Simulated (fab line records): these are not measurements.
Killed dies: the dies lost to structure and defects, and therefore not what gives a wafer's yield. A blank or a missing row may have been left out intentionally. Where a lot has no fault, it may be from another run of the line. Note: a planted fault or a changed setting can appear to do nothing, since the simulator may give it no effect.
A struck lot beside a sound one :: flow n5-finfet :: 45 out of 1938 route steps
Sound: these wafers, L227.2, L227.4, L227.6. Struck: wafer L236.3. (L236.4 of the same lot was not struck and is left out.) The cause comes at the end.
Order at every step that has rows: each side's tool, ch and its chambers, its first start. Under that, the readings that differ: sound wafers :: struck wafers :: difference of the means :: sigmas: that difference in standard deviations of wafers without a fault.
alike: a reading whose means differ by less than 2 such deviations, as well as words and numbers matching on both sides. not compared: withheld readings; readings where some wafer has no value; bounds like >300 that might hide an equal value; numbers whose values overlap and for which the record gives no deviation.
The two part at a step that has a row with sigmas, a row that says differs or no value, or rows on one side only. Non-overlapping numbers with no deviation appear without sigmas and do not part them. A reading that every wafer of one side lacks parts them only if that side has two wafers or more.

first, 11 steps without rows for these wafers: N5_BEOL_M2_DESCUM_33 (chemistry O2, time 7 s); N5_BEOL_M2_ETCH_77 (etches underlayer in N2/H2, target depth 6.5 nm, time 5.2 s); N5_BEOL_M2_ETCH_69 (etches SiARC in CF4, target depth 15.6 nm, time 26 s); N5_BEOL_M2_ALD_98 (deposits SiO2, target thk 2.5 nm, pulse time 1 s, co reactant pulse time 1 s); N5_BEOL_M2_ETCHBACK_99 (etches SiO2 in CHF3, target depth 5 nm, time 10.4 s); N5_BEOL_M2_ETCH_70 (etches SOC in N2/H2, target depth 80 nm, overetch 24 nm, time 130 s); N5_BEOL_M2_STRIP_71 (strips in N2/H2); N5_BEOL_M2_STRIP_78 (strips in N2/H2); N5_BEOL_M2_VIA_ETCH_34 (etches the open film in C4F6/O2, target depth 69.4 nm, time 65.9 s); N5_BEOL_M2_STRIP_83 (strips in C4F6/O2); N5_BEOL_M2_STRIP_36 (strips in N2/H2).
N5_BEOL_M2_TRENCH_ETCH_37: etches SiOC in C4F6/O2, target depth 55.555 nm, time 29.2 s.
  sound on rie-diel-01 ch 2,3, day 7 22:52; struck on rie-diel-01 ch 1, day 10 08:22
reading: showerhead-plenum-p-Torr (Torr)
sound: 3.01 2.84 3.01
struck: 2.77
difference: -0.18
sigmas: -2

reading: model.BEOL_M2.feature-depth-nm (nm)
sound: 55.8 55.6 56.2
struck: 47.6
difference: -8.3
sigmas: 

reading: model.etch.depth-nm (nm)
sound: 55.83 55.52 56.15
struck: 47.59
difference: -8.24
sigmas: 
  alike: C4F6_flow_sccm, drypump-motor-current-A, oes-product-au, rf-vpp-V, throttle-valve-pct
  not compared: rf-hours-counter-h, model.TiN_of_BEOL_M2_HM_DEP_02.thk-nm
then, 2 steps without rows for these wafers: N5_BEOL_M2_ETCH_41 (etches SiCN in CH3F/O2, target depth 29.9 nm, time 52.5 s); N5_BEOL_M2_STRIP_97 (strips in N2/H2, time 10 s).
N5_BEOL_M2_OCD_MEAS_38:
  sound: ocd-01 at day 7 23:01; struck: ocd-02 at day 10 08:32
reading: trench-depth-nm (nm)
sound: 56.0 55.2 56.3
struck: 47.1
difference: -8.7
sigmas: -13
then, 25 steps without rows for these wafers: N5_BEOL_M2_HM_STRIP_39 (strips TiN in peroxide tin strip, target depth 25 nm, time 158 s); N5_BEOL_M2_SRD_40 (time 30 s); N5_BEOL_M2_PRECLEAN_42 (cleans in residue remover, time 60 s); N5_BEOL_M2_SRD_43 (time 30 s); N5_BEOL_M2_DEGAS_44 (time 60 s); N5_BEOL_M2_PRE_CLEAN_45 (time 30 s); N5_BEOL_M2_ALD_84 (deposits TaN, pulse time 2 s, purge time 3 s, co reactant purge time 2 s); N5_BEOL_M2_SURFACE_TREAT_85; N5_BEOL_M2_CVD_47 (deposits Co from CCTBA/H2, target thk 3 nm, time 223.8 s); N5_BEOL_M2_SPUTTER_48 (material Cu, target thk 4.5 nm, time 8.29 s); N5_BEOL_M2_ANNEAL_49 (time 240 s); N5_BEOL_M2_SPUTTER_79 (material Cu, target thk 4.5 nm, time 8.29 s); N5_BEOL_M2_ANNEAL_80 (time 240 s); N5_BEOL_M2_SPUTTER_81 (material Cu, target thk 4.5 nm, time 8.29 s); N5_BEOL_M2_ANNEAL_82 (time 240 s); N5_BEOL_M2_SPUTTER_86 (material Cu, target thk 4.5 nm, time 8.29 s); N5_BEOL_M2_ANNEAL_87 (time 240 s); N5_BEOL_M2_SPUTTER_88 (material Cu, target thk 4.5 nm, time 8.29 s); N5_BEOL_M2_ANNEAL_89 (time 240 s); N5_BEOL_M2_SPUTTER_90 (material Cu, target thk 4.5 nm, time 8.29 s); N5_BEOL_M2_ANNEAL_91 (time 240 s); N5_BEOL_M2_SPUTTER_92 (material Cu, target thk 4.5 nm, time 8.29 s); N5_BEOL_M2_ANNEAL_93 (time 240 s); N5_BEOL_M2_SPUTTER_94 (material Cu, target thk 4.5 nm, time 8.29 s); N5_BEOL_M2_ANNEAL_95 (time 240 s).
N5_BEOL_M2_CMP_52: polishes, stops on SiOC, t overpolish 6.8 s, target thk 40 nm.
  sound on cmp-02 ch 0,3, day 8 02:33; struck on cmp-03 ch 2, day 10 12:31
reading: motor-current-A (A)
sound: 6.1 6.6 6.5
struck: 5.3
difference: -1.1
sigmas: -2

reading: model.Cu_of_BEOL_M2_ECD_50.thk-nm (nm)
sound: 39 39.8 39
struck: 32.6
difference: -6.7
sigmas: 
  alike: barrier-field-endpoint-s, edge-zone-pressure-frac, overpolish-run-s, time-to-endpoint-s
  not compared: pad-life-wafers
N5_BEOL_M2_THK_MEAS_53: measures by xrf.
  sound: film-metro-01 at day 8 02:51; struck: film-metro-02 at day 10 12:48
reading: M2_THK (nm)
sound: 38.2 39.0 38.1
struck: 32.5
difference: -5.9
sigmas: -5
N5_BEOL_M2_RS_MEAS_58: the measuring method here is four-point-probe.
  sound: film-metro-01 at day 8 03:07; struck: film-metro-02 at day 10 13:04
reading: M2_RS (ohm/sq)
sound: 0.692 0.673 0.692
struck: 0.873
difference: +0.187
sigmas: +7
N5_BEOL_M4_RC_MEAS_101:
  sound on prober-01 ch 0, day 9 00:07; struck on prober-02 ch 0, day 11 12:56
reading: SERP_M2 (ohm/um)
sound: 194 210 207
struck: 250
difference: +46
sigmas: +4

reading: SERP_M2_max_site (ohm/um)
sound: 206 220 219
struck: 275
difference: +60
sigmas: +4
  alike: DIBL_N, DIBL_P, IOFF_N, IOFF_P, ION_N, ION_P, SS_N, SS_P, VT_N, VT_P
-- record jumps: 4 days separate the struck wafers' starts on either side; left off in module BEOL_M4, taken up again in module PASSIVATION, whose first shown step is the route's number 1936 --
N5_PASSIVATION_PROBE_49:
  sound: prober-01 at day 13 01:07; struck: prober-01 at day 15 18:19
reading: defect-limited-yield (%)
sound: 92.3 92.6 93.8
struck: 86.9
difference: -6.0
sigmas: -4

reading: killed_at_M0_to_M3
sound: 31 30 24
struck: 61
difference: +33
sigmas: +3

reading: killed-at-front-end
sound: 41 31 19
struck: 57
difference: +27
sigmas: +2

reading: killed-dies
sound: 91 87 73
struck: 154
difference: +70
sigmas: +4

reading: killed-open
sound: 61 60 48
struck: 107
difference: +51
sigmas: +4

reading: killed-short
sound: 30 27 25
struck: 46
difference: +19
sigmas: +2

reading: sort_bin_5_function (%)
sound: 4.6 4.9 4.2
struck: 8.4
difference: +3.8
sigmas: +4

reading: sort_bin_6_memory (%)
sound: 2.9 2.4 1.9
struck: 4.6
difference: +2.2
sigmas: +3

reading: sort-n-pass
sound: 1089 1093 1107
struck: 1026
difference: -70
sigmas: -4
  alike: killed_at_M4_up, killed-at-contacts, killed-at-other
  not compared: sort_bin_8_speed

== WHERE THEY PART ==
At N5_BEOL_M2_TRENCH_ETCH_37 first; at N5_PASSIVATION_PROBE_49 last (within this record only).

WHY: the cause the simulator had injected
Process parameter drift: rie-diel-01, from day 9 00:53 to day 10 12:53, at N5_BEOL_M2_TRENCH_ETCH_37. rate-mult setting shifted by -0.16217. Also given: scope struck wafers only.
